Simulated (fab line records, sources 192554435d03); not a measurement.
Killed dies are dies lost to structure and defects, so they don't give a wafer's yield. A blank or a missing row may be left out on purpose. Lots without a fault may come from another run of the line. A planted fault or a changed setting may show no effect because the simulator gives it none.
fab line records | flow n5_finfet
record lots=12 wafers=36 last_day=18
route steps=1938 shown BEOL_M13@1699 PASSIVATION@1936
lots that met no fault: from a run of the same line without faults
start_h: hours from the record's first day to the start of the lot's first wafer shown | wait_h: hours since the lot's step before | " the same as in the row above | L1.1+2: a row that stands for several wafers | - no value, or no start given | * or withheld: withheld | < > ~ a bound
route shown NAME@n: a module of which the file shows steps, and the number in the route of the first | usual: mean/standard deviation of fault-free wafers | same: alike in all rows | chamber/n: place in a boat | sites: the reading at each site | _std_site: their standard deviation | _edge_site: outer sites' mean less inner sites' | radius_mm: how far each site lies from the wafer's centre | mask NAME#n: copy n | behind: the tool/chamber that last shaped the wafer | hold: why the lot was held/for how many hours/how that ended | device: the transistor (n, p or np) that didn't switch | end of line: the same wafers' tests at the end of the route | a step without rows: its recipe alone | killed: dies lost to structure and defects at the first sort, not the wafer's yield | map: a wafer's dies, x killed, . not, _ none there
set.NAME: the setting as run; set.NAME@STEP: as run at that earlier step | model.NAME: the simulator's own value behind a step, which no gauge read
steps of the route over a sample of lots; a table a step, a row a wafer
services: from which hour (start_h, from the record's first day; less than 0 if before it) a tool's chamber was out of use, for how many hours, and why
## steps
# step N5_BEOL_M13_STRIP_37
# recipe chemistry=N2/H2 power_w=1000 temp_c=250 h2_frac=0.65 overash_fraction=0.3 pressure_mtorr=withheld n2_flow_sccm=1750 h2_flow_sccm=3250
# usual drypump_motor_current_A=5.9/0.51 heater_power_w=376/44 oes_product_au=0.784/0.01
# columns lot.wafer tool chamber start_h wait_h drypump_motor_current_A heater_power_w oes_product_au rf_hours_counter_h
L749.2 plasma_asher-02 1 247.85 0.0 6.4 422 0.787 68
L749.5 " 0 " " 5.7 394 0.802 -
L749.6 " 1 " " 6.3 421 0.786 -
L747.2 plasma_asher-02 0 248.29 0.0 5.7 389 0.781 68
L747.3 " 1 " " 6.4 426 0.814 -
L747.6 " 0 " " 5.7 391 0.790 -
L748.1 plasma_asher-01 0 248.59 0.0 6.2 337 0.802 129
L748.3 " 0 " " 6.2 340 0.788 -
L748.5 " 1 " " 4.9 305 0.777 -
L752.1 plasma_asher-02 1 271.93 0.0 6.3 427 0.795 73
L752.2 " 0 " " 5.7 392 0.776 73
L752.5 " 1 " " 6.4 423 0.779 -
L753.1 plasma_asher-02 0 279.70 0.2 5.7 398 0.798 75
L753.4 " 1 " " 6.4 414 0.785 -
L753.5 " 1 " " 6.4 416 0.772 -
L754.3 plasma_asher-01 1 301.92 0.1 4.9 308 0.797 -
L754.4 " 0 " " 6.2 338 0.779 -
L754.6 " 0 " " 6.2 336 0.775 -
L758.3 plasma_asher-02 1 303.99 0.1 6.3 441 0.781 -
L758.5 " 1 " " 6.4 429 0.789 -
L758.6 " 0 " " 5.7 388 0.771 -
L760.3 plasma_asher-02 0 323.99 0.1 5.7 393 0.782 -
L760.4 " 1 " " 6.3 425 0.796 -
L760.5 " 1 " " 6.3 412 0.769 -
L762.2 plasma_asher-02 1 349.41 0.0 6.3 424 0.781 87
L762.4 " 1 " " 6.4 427 0.792 -
L762.5 " 1 " " 6.4 424 0.778 -
L766.2 plasma_asher-02 0 350.13 0.0 5.7 397 0.789 87
L766.4 " 1 " " 6.3 422 0.773 -
L766.6 " 1 " " 6.4 425 0.773 -
L763.1 plasma_asher-02 0 353.28 0.0 5.7 399 0.781 88
L763.3 " 1 " " 6.3 420 0.766 -
L763.5 " 1 " " 6.4 419 0.786 -
L767.3 plasma_asher-01 1 389.77 0.1 5.0 321 0.780 -
L767.5 " 0 " " 6.2 347 0.788 -
L767.6 " 1 " " 5.0 308 0.781 -
# step N5_BEOL_M13_DEGAS_41
# recipe ambient=vacuum temp_c=250 time_s=60
# usual heater_power_w=327/33
# columns lot.wafer tool chamber start_h wait_h heater_power_w
L749.2 pvd_sputter-01 - 250.77 0.4 356
L749.5 " - " " 337
L749.6 " - " " 345
L747.2 pvd_sputter-02 - 250.88 0.2 321
L747.3 " - " " 325
L747.6 " - " " 325
L748.1 pvd_sputter-02 - 251.36 0.2 392
L748.3 " - " " 322
L748.5 " - " " 313
L752.1 pvd_sputter-03 - 274.57 2.0 298
L752.2 " - " " 365
L752.5 " - " " 297
L753.1 pvd_sputter-03 - 280.97 0.6 308
L753.4 " - " " 343
L753.5 " - " " 322
L754.3 pvd_sputter-01 - 304.08 0.5 286
L754.4 " - " " 279
L754.6 " - " " 335
L758.3 pvd_sputter-03 - 304.61 0.4 371
L758.5 " - " " 375
L758.6 " - " " 350
L760.3 pvd_sputter-01 - 326.10 0.1 281
L760.4 " - " " 339
L760.5 " - " " 277
L762.2 pvd_sputter-01 - 352.66 0.2 277
L762.4 " - " " 350
L762.5 " - " " 280
L766.2 pvd_sputter-02 - 352.84 0.2 325
L766.4 " - " " 324
L766.6 " - " " 328
L763.1 pvd_sputter-02 - 356.22 0.8 321
L763.3 " - " " 317
L763.5 " - " " 391
L767.3 pvd_sputter-03 - 392.31 0.6 300
L767.5 " - " " 312
L767.6 " - " " 353
# step N5_BEOL_M13_SPUTTER_44
# recipe material=Ta target_thk_a=100 temp_c=50 bias_v=80 power_w=15000 chamber_pressure_pa=0.07 time_s=16.13
# usual throttle_valve_pct=30.1/0.74
# columns lot.wafer tool chamber start_h wait_h throttle_valve_pct
L749.2 pvd_sputter-01 - 250.95 0.0 30.8
L749.5 " - " " 30.7
L749.6 " - " " 29.1
L747.2 pvd_sputter-02 - 251.04 0.0 30.6
L747.3 " - " " 30.7
L747.6 " - " " 30.0
L748.1 pvd_sputter-02 - 251.52 0.0 30.0
L748.3 " - " " 30.6
L748.5 " - " " 30.5
L752.1 pvd_sputter-03 - 274.73 0.0 30.5
L752.2 " - " " 29.5
L752.5 " - " " 30.8
L753.1 pvd_sputter-03 - 281.13 0.0 30.0
L753.4 " - " " 28.6
L753.5 " - " " 29.9
L754.3 pvd_sputter-01 - 304.24 0.0 30.7
L754.4 " - " " 30.9
L754.6 " - " " 29.2
L758.3 pvd_sputter-03 - 304.77 0.0 29.4
L758.5 " - " " 29.3
L758.6 " - " " 28.7
L760.3 pvd_sputter-01 - 326.26 0.0 30.6
L760.4 " - " " 30.8
L760.5 " - " " 30.7
L762.2 pvd_sputter-01 - 352.82 0.0 31.1
L762.4 " - " " 29.2
L762.5 " - " " 30.9
L766.2 pvd_sputter-02 - 353.00 0.0 29.6
L766.4 " - " " 30.7
L766.6 " - " " 30.6
L763.1 pvd_sputter-02 - 356.38 0.0 30.6
L763.3 " - " " 30.6
L763.5 " - " " 29.9
L767.3 pvd_sputter-03 - 392.47 0.0 30.7
L767.5 " - " " 29.8
L767.6 " - " " 28.8
# step N5_BEOL_M13_ANNEAL_48
# recipe temp_c=225 time_s=90 ambient=N2
# usual anneal_temp_c=225.01/0.19 anneal_temp_c_max=226.1/0.45 wafer_temp_C_max=226.6/0.65
# columns lot.wafer tool chamber start_h wait_h anneal_temp_c anneal_temp_c_max wafer_temp_C_max
L749.2 rtp_anneal-02 0 251.71 0.5 225.18 226.5 227.2
L749.5 " 0 " " 224.96 226.6 226.7
L749.6 " 0 " " 225.12 227.4 227.3
L747.2 rtp_anneal-02 0 252.49 1.2 225.35 226.6 227.0
L747.3 " 0 " " 224.94 226.1 226.7
L747.6 " 0 " " 225.15 226.6 227.5
L748.1 rtp_anneal-02 0 253.48 1.7 225.08 226.5 227.5
L748.3 " 0 " " 224.76 226.2 226.4
L748.5 " 0 " " 225.23 226.2 226.7
L752.1 rtp_anneal-02 0 275.09 0.1 225.14 226.3 226.9
L752.2 " 0 " " 224.88 226.4 226.5
L752.5 " 0 " " 224.97 226.5 226.9
L753.1 rtp_anneal-02 0 281.49 0.1 225.08 226.4 227.4
L753.4 " 0 " " 225.26 226.5 227.3
L753.5 " 0 " " 225.06 226.4 226.4
L754.3 rtp_anneal-02 - 305.06 0.5 - - -
L754.4 " - " " - - -
L754.6 " - " " - - -
L758.3 rtp_anneal-01 - 305.22 0.2 - - -
L758.5 " - " " - - -
L758.6 " - " " - - -
L760.3 rtp_anneal-01 0 327.22 0.5 224.97 225.4 226.0
L760.4 " 0 " " 224.78 225.4 226.0
L760.5 " 0 " " 225.03 225.5 225.5
L762.2 rtp_anneal-02 0 353.23 0.2 225.10 227.0 227.0
L762.4 " 0 " " 225.01 226.5 227.3
L762.5 " 0 " " 225.02 226.1 226.7
L766.2 rtp_anneal-01 0 353.44 0.2 225.29 225.6 225.7
L766.4 " 0 " " 225.00 225.4 225.8
L766.6 " 0 " " 224.93 225.4 225.8
L763.1 rtp_anneal-02 0 356.74 0.1 225.16 226.7 226.5
L763.3 " 0 " " 224.85 226.2 226.7
L763.5 " 0 " " 225.14 226.5 227.5
L767.3 rtp_anneal-02 0 392.92 0.2 224.57 226.4 227.0
L767.5 " 0 " " 224.94 226.3 226.9
L767.6 " 0 " " 224.87 226.1 227.4
# step N5_PASSIVATION_PROBE_49
# usual defect_limited_yield=91.3/1.7 killed_at_M0_to_M3=33/11 killed_at_M4_up=14/5.5 killed_at_contacts=13/6.5 killed_at_front_end=39/13 killed_at_other=3.4/2.9 killed_dies=103/20 killed_open=69/15 killed_short=32/8.1 sort_bin_5_function=5.1/1.1 sort_bin_6_memory=3.3/0.74 sort_n_pass=1077/20 sort_yield_pct=91.3/1.7
# same gross_dies=1180 killed_at_back_side=0 sort_bin_4_leakage[%]=0 sort_bin_8_speed[%]=0
# columns lot.wafer tool chamber start_h wait_h defect_limited_yield[%] killed_at_M0_to_M3 killed_at_M4_up killed_at_contacts killed_at_front_end killed_at_other killed_dies killed_open killed_short sort_bin_5_function[%] sort_bin_6_memory[%] sort_n_pass sort_yield_pct[%]
L752.1 prober-02 - 313.48 0.0 88.1 46 28 8 55 3 140 91 44 6.8 4.3 1040 88.1
L752.2 prober-02 - 313.53 0.1 86.9 45 14 21 73 2 155 112 39 8.5 4.1 1025 86.9
L752.5 prober-02 - 313.68 0.2 90.0 52 16 18 30 2 118 84 33 5.1 4.5 1062 90.0
L753.1 prober-02 - 314.53 0.0 94.2 23 25 0 20 1 69 51 18 3.0 2.7 1111 94.2
L753.4 prober-02 - 314.68 0.2 94.8 26 10 3 19 3 61 41 19 2.9 2.0 1119 94.8
L753.5 prober-02 - 314.73 0.2 92.7 28 17 2 34 5 86 57 26 4.3 2.7 1094 92.7
L754.3 prober-01 - 331.01 0.1 91.6 30 17 6 36 10 99 62 37 5.2 2.8 1081 91.6
L754.4 prober-01 - 331.06 0.2 90.8 42 15 15 36 1 109 83 26 5.4 3.6 1071 90.8
L754.6 prober-01 - 331.16 0.3 90.5 30 14 14 50 4 112 77 32 5.6 3.2 1068 90.5
L758.3 prober-01 - 335.85 0.1 90.6 71 4 12 23 1 111 70 40 6.0 3.3 1069 90.6
L758.5 prober-01 - 335.95 0.2 92.7 28 15 16 23 4 86 60 25 4.0 3.0 1094 92.7
L758.6 prober-01 - 336.00 0.3 92.9 35 14 7 27 1 84 62 21 4.4 2.5 1096 92.9
L766.2 prober-01 - 385.79 0.1 91.5 31 9 9 47 4 100 70 28 4.5 3.6 1080 91.5
L766.4 prober-01 - 385.89 0.2 91.9 22 6 21 34 13 96 60 36 5.1 2.9 1084 91.9
L766.6 prober-01 - 385.99 0.3 89.0 38 13 20 54 5 130 88 37 6.2 4.1 1050 89.0
L763.1 prober-01 - 391.80 0.0 92.0 27 17 9 36 5 94 63 28 4.9 2.9 1086 92.0
L763.3 prober-01 - 391.90 0.1 90.0 35 10 14 57 2 118 64 51 5.6 3.8 1062 90.0
L763.5 prober-01 - 392.00 0.2 89.5 44 17 22 37 4 124 84 38 5.9 4.2 1056 89.5
# killed by level:class
L752.1 STI_FIN_REVEAL:geometric_particle:open=18 BEOL_M0_SAQP:geometric_particle:short=12 BEOL_M0_SAQP:geometric_particle:open=11 FIN_SAQP:geometric_particle:open=10 BEOL_M3:geometric_particle:open=9 FIN_SAQP:geometric_particle:short=6 BEOL_M2:geometric_particle:open=6 BEOL_M5:geometric_particle:open=6
L752.2 STI_FIN_REVEAL:geometric_particle:open=35 FIN_SAQP:geometric_particle:open=16 MOL_CONTACT_COAG:geometric_particle:open=16 BEOL_M0_SAQP:geometric_particle:short=14 BEOL_M0_SAQP:geometric_particle:open=8 BEOL_M2:geometric_particle:open=8 BEOL_M3:geometric_particle:open=7 BEOL_M5:geometric_particle:open=7
L752.5 BEOL_M0_SAQP:geometric_particle:open=17 STI_FIN_REVEAL:geometric_particle:open=11 BEOL_M1:geometric_particle:open=11 MOL_CONTACT_COAG:geometric_particle:open=10 MOL_CONTACT_COAG:geometric_particle:short=8 BEOL_M3:geometric_particle:open=8 BEOL_M4:geometric_particle:open=8 BEOL_M0_SAQP:geometric_particle:short=6
L753.1 BEOL_M4:geometric_particle:open=16 BEOL_M3:geometric_particle:open=6 BEOL_M1:geometric_particle:open=4 BEOL_M2:geometric_particle:open=4 FIN_SAQP:geometric_particle:open=3 STI_FIN_REVEAL:geometric_particle:open=3 GATE_CUT:geometric_particle:open=3 BEOL_M0_SAQP:geometric_particle:open=3
L753.4 BEOL_M3:geometric_particle:open=8 BEOL_M2:geometric_particle:open=6 FIN_SAQP:geometric_particle:short=4 STARTING-WAFER:geometric_particle:open=4 BEOL_M4:geometric_particle:open=4 MOL_CONTACT_COAG:geometric_particle:open=3 BEOL_M1:geometric_particle:open=3 BEOL_M3:geometric_particle:short=3
L753.5 BEOL_M4:geometric_particle:open=8 STI_FIN_REVEAL:geometric_particle:open=7 GATE_CUT:geometric_particle:short=6 BEOL_M3:geometric_particle:open=6 BEOL_M1:geometric_particle:open=5 BEOL_M2:geometric_particle:open=4 PAD_METAL:geometric_particle:short=4 FIN_SAQP:geometric_particle:open=3
L754.3 FIN_SAQP:geometric_particle:open=8 BEOL_M4:geometric_particle:open=8 BEOL_M3:geometric_particle:open=7 GATE_CUT:geometric_particle:open=6 FIN_SAQP:geometric_particle:short=5 GATE_CUT:geometric_particle:short=5 MOL_CONTACT_COAG:geometric_particle:open=5 BEOL_M0_SAQP:geometric_particle:short=5
L754.4 MOL_CONTACT_COAG:geometric_particle:open=14 STI_FIN_REVEAL:geometric_particle:open=11 BEOL_M0_SAQP:geometric_particle:open=9 BEOL_M0_SAQP:geometric_particle:short=9 BEOL_M2:geometric_particle:open=7 BEOL_M4:geometric_particle:open=7 FIN_SAQP:geometric_particle:open=6 BEOL_M1:geometric_particle:open=6
L754.6 FIN_SAQP:geometric_particle:open=16 MOL_CONTACT_COAG:geometric_particle:open=11 GATE_CUT:geometric_particle:short=8 BEOL_M0_SAQP:geometric_particle:open=8 BEOL_M3:geometric_particle:open=6 BEOL_M4:geometric_particle:open=6 FIN_SAQP:geometric_particle:short=5 GATE_CUT:geometric_particle:open=5
L758.3 BEOL_M0_SAQP:geometric_particle:open=30 BEOL_M0_SAQP:geometric_particle:short=20 MOL_CONTACT_COAG:geometric_particle:open=8 DUMMY_GATE:geometric_particle:open=5 BEOL_M1:geometric_particle:open=5 BEOL_M1:geometric_particle:short=5 FIN_SAQP:geometric_particle:short=4 BEOL_M3:geometric_particle:open=4
L758.5 MOL_CONTACT_COAG:geometric_particle:open=13 FIN_SAQP:geometric_particle:open=11 BEOL_M0_SAQP:geometric_particle:short=9 BEOL_M0_SAQP:geometric_particle:open=7 BEOL_M4:geometric_particle:open=7 DUMMY_GATE:geometric_particle:open=5 BEOL_M1:geometric_particle:open=5 BEOL_M5:geometric_particle:open=4
L758.6 BEOL_M1:geometric_particle:open=10 BEOL_M0_SAQP:geometric_particle:open=8 FIN_SAQP:geometric_particle:open=6 MOL_CONTACT_COAG:geometric_particle:open=6 BEOL_M3:geometric_particle:open=6 BEOL_M0_SAQP:geometric_particle:short=5 BEOL_M5:geometric_particle:short=5 STI_FIN_REVEAL:geometric_particle:open=3
L766.2 FIN_SAQP:geometric_particle:open=10 STI_FIN_REVEAL:geometric_particle:open=10 BEOL_M2:geometric_particle:open=8 MOL_CONTACT_COAG:geometric_particle:open=7 BEOL_M3:geometric_particle:open=7 FIN_SAQP:geometric_particle:short=6 BEOL_M0_SAQP:geometric_particle:open=6 BEOL_M0_SAQP:geometric_particle:short=6
L766.4 MOL_CONTACT_COAG:geometric_particle:open=15 FIN_SAQP:geometric_particle:open=8 STI_FIN_REVEAL:geometric_particle:open=6 MOL_CONTACT_COAG:geometric_particle:short=6 PASS1_CAP:geometric_particle:short=6 BEOL_M1:geometric_particle:open=5 FIN_SAQP:geometric_particle:short=4 BEOL_M0_SAQP:geometric_particle:open=4
L766.6 MOL_CONTACT_COAG:geometric_particle:open=17 BEOL_M2:geometric_particle:open=17 STI_FIN_REVEAL:geometric_particle:open=14 FIN_SAQP:geometric_particle:short=8 BEOL_M0_SAQP:geometric_particle:open=6 FIN_SAQP:geometric_particle:open=5 BEOL_M3:geometric_particle:open=5 BEOL_M4:geometric_particle:open=5
L763.1 BEOL_M2:geometric_particle:open=14 FIN_SAQP:geometric_particle:short=8 MOL_CONTACT_COAG:geometric_particle:open=8 FIN_SAQP:geometric_particle:open=6 STI_FIN_REVEAL:geometric_particle:open=5 BEOL_M4:geometric_particle:open=5 GATE_CUT:geometric_particle:short=4 BEOL_M3:geometric_particle:open=4
L763.3 FIN_SAQP:geometric_particle:short=18 FIN_SAQP:geometric_particle:open=14 MOL_CONTACT_COAG:geometric_particle:open=10 BEOL_M2:geometric_particle:open=8 BEOL_M0_SAQP:geometric_particle:short=7 BEOL_M2:geometric_particle:short=6 BEOL_M3:geometric_particle:open=6 STARTING-WAFER:geometric_particle:short=5
L763.5 MOL_CONTACT_COAG:geometric_particle:open=18 BEOL_M2:geometric_particle:open=14 FIN_SAQP:geometric_particle:short=10 BEOL_M0_SAQP:geometric_particle:short=9 BEOL_M3:geometric_particle:open=9 BEOL_M4:geometric_particle:open=7 FIN_SAQP:geometric_particle:open=6 BEOL_M0_SAQP:geometric_particle:open=6
## services
# columns tool chamber start_h hours kind
plasma_asher-02 - 240.80 0.9 repair
plasma_asher-01 - 245.98 1.4 repair
plasma_asher-01 - 279.24 0.7 repair
pvd_sputter-01 - 336.32 11.7 repair
pvd_sputter-02 - 357.05 3.6 repair
pvd_sputter-03 - 367.80 5.5 repair
## key
first_sign step=N5_BEOL_M13_ANNEAL_48 reading=tool_record direction=missing
effect none on later readings
met_at N5_BEOL_M13_ANNEAL_48
struck_lots L754,L758
not_acting_at N5_BEOL_M13_STRIP_37,N5_BEOL_M13_DEGAS_41,N5_BEOL_M13_SPUTTER_44
onset_between 281.49 305.06
fault kind=skipped_step_whole tool=rtp_anneal-01,rtp_anneal-02 chamber=- onset_h=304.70 steps=N5_BEOL_M13_ANNEAL_48 scope=struck_lots_only
